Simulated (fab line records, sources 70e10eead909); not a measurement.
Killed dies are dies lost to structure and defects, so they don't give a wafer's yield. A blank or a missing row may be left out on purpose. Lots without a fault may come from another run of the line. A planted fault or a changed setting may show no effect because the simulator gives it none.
fab line records | flow nand_harc | part 1 of 2: steps 1 to 4 of 6
record lots=24 wafers=72 last_day=34
route steps=1302 shown P_GATE@146 P_CONTACT@219 P_M0@272
lots that met no fault: from a run of the same line without faults
start_h: hours from the record's first day to the start of the lot's first wafer shown | wait_h: hours since the lot's step before | " the same as in the row above | L1.1+2: a row that stands for several wafers | - no value, or no start given | * or withheld: withheld | < > ~ a bound
route shown NAME@n: a module of which the file shows steps, and the number in the route of the first | usual: mean/standard deviation of fault-free wafers | same: alike in all rows | chamber/n: place in a boat | sites: the reading at each site | _std_site: their standard deviation | _edge_site: outer sites' mean less inner sites' | radius_mm: how far each site lies from the wafer's centre | mask NAME#n: copy n | behind: the tool/chamber that last shaped the wafer | hold: why the lot was held/for how many hours/how that ended | device: the transistor (n, p or np) that didn't switch | end of line: the same wafers' tests at the end of the route | a step without rows: its recipe alone | killed: dies lost to structure and defects at the first sort, not the wafer's yield | map: a wafer's dies, x killed, . not, _ none there
set.NAME: the setting as run; set.NAME@STEP: as run at that earlier step | model.NAME: the simulator's own value behind a step, which no gauge read
steps of the route over a sample of lots; a table a step, a row a wafer
services: from which hour (start_h, from the record's first day; less than 0 if before it) a tool's chamber was out of use, for how many hours, and why
## steps
# step NHARC_P_GATE_HM_OPEN_105
# recipe target_depth_a=3600 o2_flow_sccm=400 cos_flow_sccm=20 ar_flow_sccm=0 rf_w=500 bias_w=300 chemistry=O2/COS
# usual drypump_motor_current_A=5.8/0.57 oes_product_au=1.002/0.0092 rf_vpp_V=467.2/2.7 showerhead_plenum_p_Torr=3.12/0.12 throttle_valve_pct=28.332/0.01
# columns lot.wafer tool chamber start_h wait_h drypump_motor_current_A oes_product_au rf_hours_counter_h rf_vpp_V showerhead_plenum_p_Torr throttle_valve_pct
L074.2 rie_diel-12 0 - - 5.1 0.997 0.0 463.7 2.96 28.337
L074.3 " 2 " " 5.7 0.991 0.1 468.4 3.18 28.341
L074.6 " 0 " " 5.0 1.001 - 462.8 2.96 28.331
L075.3 rie_diel-11 1 - - 6.3 0.995 1.3 465.2 2.99 28.345
L075.5 " 0 " " 5.4 0.991 - 471.2 3.28 28.323
L075.6 " 1 " " 6.3 0.998 - 465.6 2.99 28.328
L076.3 rie_diel-11 3 - - 5.7 0.986 3.3 465.5 3.06 28.327
L076.4 " 0 " " 5.4 0.994 2.4 469.5 3.28 28.329
L076.2 " 1 " " 6.3 0.999 1.9 464.0 2.99 28.338
L077.4 rie_diel-03 1 - - 5.6 0.994 0.2 464.3 3.02 28.328
L077.5 " 3 " " 6.5 0.999 - 470.8 3.29 28.327
L077.6 " 0 " " 5.3 0.995 - 469.2 3.23 28.324
L078.2 rie_diel-12 1 - - 4.9 1.007 1.2 470.6 3.25 28.330
L078.1 " 2 " " 5.7 1.019 0.8 468.1 3.18 28.322
L078.3 " 3 " " 6.2 1.030 0.8 466.6 2.99 28.322
L079.4 rie_diel-03 1 - - 5.7 0.997 2.3 464.8 3.02 28.342
L079.3 " 2 " " 6.5 1.008 2.3 467.7 3.11 28.331
L079.1 " 3 " " 6.5 0.992 2.3 470.1 3.29 28.325
L080.2 rie_diel-12 2 - - 5.7 1.005 3.1 468.1 3.18 28.340
L080.4 " 3 " " 6.2 1.013 3.1 462.9 2.99 28.329
L080.6 " 1 " " 4.9 1.006 - 469.4 3.25 28.315
L081.2 rie_diel-12 0 - - 5.0 1.012 4.6 461.9 2.95 28.331
L081.3 " 2 " " 5.7 1.007 4.5 469.0 3.18 28.322
L081.5 " 3 " " 6.2 1.020 - 465.0 2.99 28.317
L082.1 rie_diel-03 1 - - 5.6 0.993 3.5 464.0 3.02 28.333
L082.2 " 0 " " 5.3 0.988 3.5 470.2 3.23 28.331
L082.5 " 2 " " 6.5 1.009 - 466.7 3.11 28.330
L083.4 rie_diel-03 2 - - 6.5 1.007 4.4 466.0 3.11 28.317
L083.2 " 1 " " 5.6 0.998 4.0 465.4 3.02 28.345
L083.5 " 3 " " 6.6 0.986 - 468.6 3.29 28.315
L084.2 rie_diel-03 2 - - 6.5 1.004 5.4 466.8 3.11 28.344
L084.4 " 1 " " 5.6 0.988 4.9 463.6 3.02 28.331
L084.6 " 3 " " 6.5 0.995 - 470.5 3.29 28.360
L085.2 rie_diel-12 0 - - 5.0 1.009 7.1 464.8 2.95 28.316
L085.3 " 1 " " 4.9 1.001 6.7 470.7 3.25 28.340
L085.4 " 2 " " 5.7 1.013 6.0 467.9 3.18 28.335
L086.3 rie_diel-12 3 - - 6.2 1.013 6.7 464.6 2.98 28.325
L086.4 " 3 " " 6.2 1.008 - 464.9 2.98 28.326
L086.6 " 0 " " 5.1 1.016 - 463.4 2.95 28.330
L087.3 rie_diel-03 1 - - 5.6 1.003 6.0 465.0 3.02 28.329
L087.4 " 3 " " 6.5 1.009 6.8 471.0 3.28 28.345
L087.6 " 2 " " 6.5 1.004 - 467.0 3.11 28.339
L088.3 rie_diel-11 3 - - 5.7 0.998 9.2 466.5 3.05 28.339
L088.4 " 2 " " 6.4 0.998 9.4 464.0 2.94 28.329
L088.6 " 3 " " 5.7 0.995 - 467.5 3.05 28.337
L089.1 rie_diel-03 1 - - 5.6 0.991 7.6 465.7 3.02 28.359
L089.2 " 2 " " 6.5 1.010 8.3 467.3 3.11 28.340
L089.6 " 1 " " 5.6 1.005 - 465.5 3.02 28.326
L090.2 rie_diel-12 2 - - 5.7 1.012 7.9 467.3 3.18 28.316
L090.3 " 1 " " 4.9 1.004 8.2 469.6 3.25 28.333
L090.5 " 1 " " 4.9 1.003 - 469.2 3.25 28.342
L091.3 rie_diel-03 2 - - 6.5 1.007 8.5 466.7 3.11 28.320
L091.4 " 3 " " 6.5 0.994 8.3 471.0 3.28 28.348
L091.6 " 3 " " 6.5 0.994 - 470.3 3.28 28.332
L092.4 rie_diel-03 3 - - 6.5 1.002 9.1 472.0 3.28 28.339
L092.6 " 0 " " 5.3 0.986 - 470.7 3.22 28.321
L092.5 " 1 " " 5.6 1.009 - 464.4 3.02 28.324
L093.4 rie_diel-11 1 - - 6.4 1.005 0.5 465.6 2.98 28.336
L093.6 " 3 " " 5.7 1.003 - 465.4 3.05 28.319
L093.5 " 0 " " 5.4 0.994 - 469.9 3.28 28.328
L094.4 rie_diel-03 0 - - 5.3 0.999 0.3 468.8 3.22 28.320
L094.2 " 1 " " 5.7 1.012 0.2 465.1 3.02 28.325
L094.1 " 3 " " 6.5 1.009 0.2 471.1 3.28 28.320
L095.2 rie_diel-03 3 - - 6.5 1.004 2.0 470.8 3.28 28.338
L095.5 " 0 " " 5.3 1.006 - 468.9 3.22 28.337
L095.6 " 1 " " 5.6 0.995 - 467.7 3.02 28.315
L096.3 rie_diel-03 2 - - 6.5 1.016 2.0 467.8 3.11 28.323
L096.2 " 3 " " 6.6 1.014 2.1 472.0 3.28 28.332
L096.5 " 2 " " 6.5 1.009 - 467.4 3.11 28.334
L097.1 rie_diel-11 3 - - 5.7 0.988 3.9 465.5 3.05 28.331
L097.2 " 2 " " 6.4 0.994 3.2 460.6 2.94 28.316
L097.5 " 0 " " 5.4 0.997 - 471.8 3.28 28.336
# step NHARC_P_GATE_RTA_64
# recipe temp_c=1050 time_s=1
# usual lamp_power_pct=34.2/1.5 lamp_zone_4_pct=34.2/1.5 lamp_zone_7_pct=34.6/1.5 wafer_temp_C_max=1053.9/1.1
# columns lot.wafer tool chamber start_h wait_h lamp_power_pct lamp_zone_4_pct lamp_zone_7_pct wafer_temp_C_max
L074.2 rtp_anneal-02 0 122.34 - 35.7 35.7 36.1 1052.7
L074.3 " 0 " " 35.7 35.7 36.1 1052.5
L074.6 " 0 " " 35.8 35.8 36.2 1052.7
L076.2 rtp_anneal-01 0 137.50 - 32.8 32.8 33.2 1054.9
L076.3 " 0 " " 32.8 32.8 33.2 1054.2
L076.4 " 0 " " 32.8 32.8 33.3 1055.1
L075.3 rtp_anneal-02 0 137.99 - 35.6 35.7 36.2 1053.3
L075.5 " 0 " " 35.7 35.7 36.1 1052.4
L075.6 " 0 " " 35.7 35.7 36.2 1052.0
L077.4 rtp_anneal-01 0 143.98 - 32.8 32.8 33.3 1053.8
L077.5 " 0 " " 32.8 32.8 33.2 1054.0
L077.6 " 0 " " 32.8 32.8 33.3 1053.8
L078.1 rtp_anneal-01 0 156.71 - 32.8 32.7 33.2 1055.3
L078.2 " 0 " " 32.8 32.8 33.2 1053.2
L078.3 " 0 " " 32.8 32.8 33.2 1055.0
L079.1 rtp_anneal-01 0 163.95 - 32.9 32.9 33.3 1054.0
L079.3 " 0 " " 32.9 32.8 33.3 1054.3
L079.4 " 0 " " 32.8 32.8 33.3 1056.2
L080.2 rtp_anneal-02 0 171.65 - 35.7 35.8 36.2 1052.8
L080.4 " 0 " " 35.8 35.8 36.2 1051.9
L080.6 " 0 " " 35.8 35.8 36.2 1052.2
L081.2 rtp_anneal-01 0 183.01 - 32.8 32.8 33.2 1053.6
L081.3 " 0 " " 32.9 32.8 33.3 1055.2
L081.5 " 0 " " 32.9 32.9 33.2 1055.0
L082.1 rtp_anneal-02 0 195.74 - 35.8 35.8 36.2 1053.7
L082.2 " 0 " " 35.8 35.7 36.2 1052.3
L082.5 " 0 " " 35.7 35.8 36.2 1052.2
L083.2 rtp_anneal-02 0 203.03 - 35.7 35.8 36.2 1053.1
L083.4 " 0 " " 35.7 35.7 36.2 1053.3
L083.5 " 0 " " 35.8 35.8 36.2 1053.0
L084.2 rtp_anneal-02 0 217.04 - 35.7 35.7 36.2 1053.9
L084.4 " 0 " " 35.7 35.8 36.2 1052.8
L084.6 " 0 " " 35.7 35.8 36.1 1053.3
L085.2 rtp_anneal-02 0 221.05 - 35.8 35.8 36.2 1052.4
L085.3 " 0 " " 35.7 35.7 36.2 1054.3
L085.4 " 0 " " 35.8 35.8 36.2 1053.2
L086.3 rtp_anneal-02 0 234.38 - 35.7 35.7 36.2 1052.7
L086.4 " 0 " " 35.7 35.8 36.1 1052.8
L086.6 " 0 " " 35.7 35.7 36.1 1052.4
L087.3 rtp_anneal-02 0 242.00 - 35.7 35.7 36.2 1054.1
L087.4 " 0 " " 35.7 35.8 36.2 1052.7
L087.6 " 0 " " 35.8 35.7 36.1 1052.8
L088.3 rtp_anneal-01 0 260.79 - 32.8 32.8 33.2 1054.0
L088.4 " 0 " " 32.9 32.8 33.2 1054.7
L088.6 " 0 " " 32.9 32.8 33.2 1054.9
L089.1 rtp_anneal-01 0 261.62 - 32.8 32.8 33.2 1055.8
L089.2 " 0 " " 32.8 32.8 33.2 1054.0
L089.6 " 0 " " 32.8 32.9 33.2 1054.3
L090.2 rtp_anneal-01 0 275.91 - 32.8 32.8 33.3 1055.9
L090.3 " 0 " " 32.8 32.8 33.2 1055.2
L090.5 " 0 " " 32.8 32.8 33.2 1054.3
L091.3 rtp_anneal-02 0 276.93 - 35.8 35.7 36.2 1053.0
L091.4 " 0 " " 35.8 35.7 36.2 1054.3
L091.6 " 0 " " 35.7 35.8 36.2 1053.2
L092.4 rtp_anneal-01 0 309.79 - 32.8 32.8 33.3 1054.0
L092.5 " 0 " " 32.8 32.9 33.3 1054.8
L092.6 " 0 " " 32.9 32.9 33.2 1056.2
L093.4 rtp_anneal-02 0 310.20 - 35.7 35.8 36.2 1053.4
L093.5 " 0 " " 35.8 35.7 36.2 1053.2
L093.6 " 0 " " 35.7 35.7 36.1 1052.6
L094.1 rtp_anneal-01 0 316.20 - 32.8 32.8 33.3 1052.8
L094.2 " 0 " " 32.8 32.9 33.3 1057.6
L094.4 " 0 " " 32.9 32.8 33.3 1055.3
L095.2 rtp_anneal-01 0 328.69 - 32.8 32.9 33.2 1055.1
L095.5 " 0 " " 32.8 32.8 33.2 1054.7
L095.6 " 0 " " 32.8 32.8 33.2 1055.9
L096.2 rtp_anneal-01 0 338.15 - 32.8 32.8 33.3 1054.0
L096.3 " 0 " " 32.8 32.8 33.2 1054.6
L096.5 " 0 " " 32.8 32.8 33.2 1054.1
L097.1 rtp_anneal-01 0 345.25 - 32.8 32.8 33.3 1054.0
L097.2 " 0 " " 32.8 32.8 33.2 1053.8
L097.5 " 0 " " 32.8 32.8 33.3 1054.9
# step NHARC_P_CONTACT_CMP_01
# recipe target_thk_nm=200 material=SiO2
# usual motor_current_A=11.8/1.5 pad_life_wafers=197/100
# columns lot.wafer tool chamber start_h wait_h motor_current_A pad_life_wafers
L074.2 cmp-01 2 124.35 - 8.4 114
L074.3 " 1 " " 10.3 117
L074.6 " 3 " " 13.2 -
L076.3 cmp-04 2 139.51 - 12.1 108
L076.2 " 3 " " 12.3 109
L076.4 " 1 " " 11.4 111
L075.3 cmp-04 3 140.13 - 13.5 114
L075.6 " 3 " " 12.6 -
L075.5 " 0 " " 13.6 -
L077.4 cmp-03 1 145.99 - 11.3 283
L077.5 " 0 " " 13.4 -
L077.6 " 1 " " 10.9 -
L078.2 cmp-01 3 158.75 - 12.5 252
L078.1 " 0 " " 11.5 253
L078.3 " 1 " " 9.8 254
L079.1 cmp-04 3 166.13 - 12.3 240
L079.3 " 0 " " 13.7 241
L079.4 " 2 " " 11.6 243
L080.2 cmp-04 1 173.65 - 11.8 282
L080.4 " 2 " " 11.2 283
L080.6 " 2 " " 11.6 -
L081.2 cmp-01 0 185.12 - 10.9 354
L081.3 " 3 " " 12.9 357
L081.5 " 1 " " 10.6 -
L082.1 cmp-04 3 197.81 - 13.0 367
L082.2 " 1 " " 12.1 369
L082.5 " 2 " " 11.2 -
L083.2 cmp-03 3 205.03 - 14.1 150
L083.4 " 2 " " 14.2 153
L083.5 " 3 " " 13.5 -
L084.2 cmp-04 3 219.09 - 12.2 37
L084.4 " 1 " " 11.7 39
L084.6 " 3 " " 13.5 -
L085.4 cmp-01 3 223.07 - 12.5 120
L085.3 " 1 " " 10.2 122
L085.2 " 2 " " 8.7 123
L086.3 cmp-01 3 236.40 - 12.4 157
L086.4 " 1 " " 10.1 159
L086.6 " 3 " " 12.4 -
L087.4 cmp-01 1 244.42 - 10.1 182
L087.3 " 2 " " 8.5 183
L087.6 " 0 " " 11.5 -
L088.4 cmp-01 3 262.79 - 12.8 229
L088.3 " 0 " " 10.6 230
L088.6 " 3 " " 12.7 -
L089.2 cmp-04 1 263.68 - 11.5 199
L089.1 " 2 " " 10.9 200
L089.6 " 1 " " 12.2 -
L090.2 cmp-01 3 277.94 - 12.5 343
L090.3 " 1 " " 10.3 345
L090.5 " 2 " " 9.0 -
L091.4 cmp-03 3 278.94 - 13.6 43
L091.3 " 0 " " 13.2 44
L091.6 " 2 " " 13.4 -
L092.4 cmp-03 2 311.85 - 14.0 224
L092.5 " 0 " " 12.7 -
L092.6 " 1 " " 11.2 -
L093.4 cmp-01 2 312.20 - 9.1 80
L093.5 " 0 " " 10.9 -
L093.6 " 1 " " 9.5 -
L094.1 cmp-04 1 318.24 - 12.2 30
L094.4 " 3 " " 12.8 32
L094.2 " 0 " " 13.4 33
L095.2 cmp-03 3 330.78 - 14.3 333
L095.5 " 0 " " 13.3 -
L095.6 " 1 " " 11.1 -
L096.2 cmp-01 0 340.37 - 11.5 230
L096.3 " 1 " " 10.6 231
L096.5 " 2 " " 9.1 -
L097.1 cmp-01 3 347.29 - 12.3 246
L097.2 " 2 " " 8.7 249
L097.5 " 0 " " 11.0 -
# step NHARC_P_CONTACT_ETCH_36
# recipe target_depth_a=2600 over_etch_frac=0.25 time_s=406.25 ion_energy_ev=200 n2_flow_sccm=150 h2_flow_sccm=150 ar_flow_sccm=0 rf_w=400 bias_w=150 chemistry=N2/H2
# usual drypump_motor_current_A=5.5/0.37 oes_product_au=1.001/0.0063 rf_vpp_V=430.1/2.3 showerhead_plenum_p_Torr=2.02/0.081 throttle_valve_pct=14.172/0.0091
# columns lot.wafer tool chamber start_h wait_h drypump_motor_current_A oes_product_au rf_hours_counter_h rf_vpp_V showerhead_plenum_p_Torr throttle_valve_pct
L074.2 rie_diel-10 3 - - 6.2 1.005 0.3 434.1 2.16 14.175
L074.3 " 2 " " 4.9 1.002 1.4 428.6 1.94 14.159
L074.6 " 0 " " 5.6 1.011 - 429.9 2.06 14.178
L076.2 rie_diel-05 1 - - 5.5 1.002 1.6 431.7 2.13 14.183
L076.4 " 2 " " 5.2 0.993 1.7 432.3 2.14 14.170
L076.3 " 0 " " 5.2 0.999 1.8 427.5 1.92 14.167
L075.3 rie_diel-08 0 - - 5.3 1.003 3.3 429.4 1.99 14.174
L075.5 " 1 " " 5.6 1.000 - 425.8 1.90 14.169
L075.6 " 2 " " 5.7 1.012 - 429.9 2.03 14.169
L077.4 rie_diel-05 0 - - 5.2 0.996 2.0 426.3 1.92 14.162
L077.5 " 3 " " 6.4 0.990 - 432.4 2.10 14.170
L077.6 " 0 " " 5.2 0.999 - 427.5 1.92 14.161
L078.1 rie_diel-10 0 - - 5.6 1.003 4.0 432.0 2.06 14.171
L078.2 " 1 " " 5.8 1.006 3.8 432.9 2.10 14.182
L078.3 " 2 " " 4.9 0.996 3.6 428.2 1.94 14.161
L079.3 rie_diel-08 2 - - 5.7 1.011 4.5 430.5 2.03 14.185
L079.4 " 3 " " 5.4 0.997 4.0 430.5 1.99 14.184
L079.1 " 0 " " 5.3 1.000 3.8 427.6 1.99 14.145
L080.2 rie_diel-10 1 - - 5.8 1.011 4.8 431.0 2.10 14.145
L080.6 " 0 " " 5.6 1.006 - 431.7 2.06 14.166
L080.4 " 1 " " 5.8 1.011 - 431.5 2.10 14.163
L081.2 rie_diel-08 0 - - 5.3 0.993 4.5 429.0 1.99 14.161
L081.3 " 1 " " 5.6 0.993 5.1 426.6 1.90 14.177
L081.5 " 2 " " 5.7 0.991 - 430.7 2.03 14.179
L082.2 rie_diel-10 1 - - 5.8 0.994 6.5 431.3 2.10 14.177
L082.1 " 2 " " 4.9 0.996 6.3 427.4 1.94 14.173
L082.5 " 1 " " 5.8 0.997 - 433.1 2.09 14.169
L083.2 rie_diel-08 1 - - 5.6 0.999 0.1 426.7 1.90 14.162
L083.4 " 0 " " 5.3 1.003 0.1 428.5 1.99 14.174
L083.5 " 1 " " 5.6 0.997 - 428.0 1.90 14.167
L084.2 rie_diel-05 2 - - 5.2 0.999 3.6 433.1 2.14 14.181
L084.4 " 1 " " 5.5 0.998 3.6 433.7 2.13 14.156
L084.6 " 3 " " 6.4 0.993 - 432.5 2.10 14.165
L085.2 rie_diel-05 2 - - 5.2 1.001 4.1 433.1 2.14 14.171
L085.3 " 3 " " 6.4 0.998 4.8 431.8 2.10 14.179
L085.4 " 0 " " 5.2 1.000 4.1 428.0 1.92 14.168
L086.3 rie_diel-08 3 - - 5.4 0.999 1.0 430.0 1.99 14.170
L086.4 " 1 " " 5.6 1.004 1.2 426.9 1.90 14.166
L086.6 " 0 " " 5.3 1.004 - 430.0 1.99 14.174
L087.3 rie_diel-08 1 - - 5.6 1.003 1.5 428.7 1.90 14.159
L087.4 " 0 " " 5.3 1.011 1.5 428.5 1.99 14.169
L087.6 " 1 " " 5.6 1.011 - 425.3 1.90 14.169
L088.4 rie_diel-08 1 - - 5.6 0.999 2.1 427.8 1.90 14.176
L088.3 " 3 " " 5.4 1.004 1.9 428.8 1.99 14.165
L088.6 " 0 " " 5.3 0.993 - 429.2 1.99 14.161
L089.2 rie_diel-05 0 - - 5.2 0.998 0.4 427.6 1.92 14.188
L089.1 " 1 " " 5.5 0.999 0.6 433.3 2.13 14.170
L089.6 " 0 " " 5.2 0.997 - 428.3 1.92 14.170
L090.2 rie_diel-10 1 - - 5.8 0.983 1.7 433.3 2.09 14.171
L090.3 " 0 " " 5.6 1.003 1.7 431.1 2.06 14.188
L090.5 " 2 " " 4.9 1.001 - 428.6 1.94 14.165
L091.3 rie_diel-08 0 - - 5.3 1.018 2.7 429.2 1.99 14.159
L091.4 " 1 " " 5.6 1.001 2.9 427.4 1.90 14.171
L091.6 " 2 " " 5.7 1.006 - 428.8 2.03 14.180
L092.4 rie_diel-08 3 - - 5.4 1.011 3.1 428.8 1.99 14.176
L092.6 " 1 " " 5.6 1.007 - 427.2 1.90 14.175
L092.5 " 2 " " 5.7 0.993 - 429.6 2.03 14.167
L093.4 rie_diel-10 1 - - 5.8 0.997 3.7 431.0 2.09 14.154
L093.5 " 0 " " 5.6 1.008 - 429.8 2.06 14.171
L093.6 " 1 " " 5.8 0.994 - 431.3 2.09 14.173
L094.4 rie_diel-08 3 - - 5.4 1.010 3.4 429.9 1.99 14.184
L094.1 " 0 " " 5.3 1.015 3.7 427.9 1.99 14.186
L094.2 " 1 " " 5.6 1.015 4.0 426.8 1.90 14.160
L095.2 rie_diel-08 1 - - 5.6 1.000 4.5 427.4 1.90 14.178
L095.5 " 0 " " 5.3 1.002 - 429.0 1.99 14.171
L095.6 " 1 " " 5.6 1.003 - 428.6 1.90 14.162
L096.3 rie_diel-10 2 - - 4.9 1.003 4.5 426.3 1.93 14.181
L096.2 " 0 " " 5.6 1.014 4.9 431.7 2.06 14.183
L096.5 " 3 " " 6.2 0.996 - 432.7 2.15 14.155
L097.1 rie_diel-10 2 - - 4.9 0.993 5.0 427.3 1.93 14.185
L097.2 " 0 " " 5.6 0.999 5.5 430.8 2.06 14.171
L097.5 " 1 " " 5.8 1.009 - 432.0 2.09 14.165
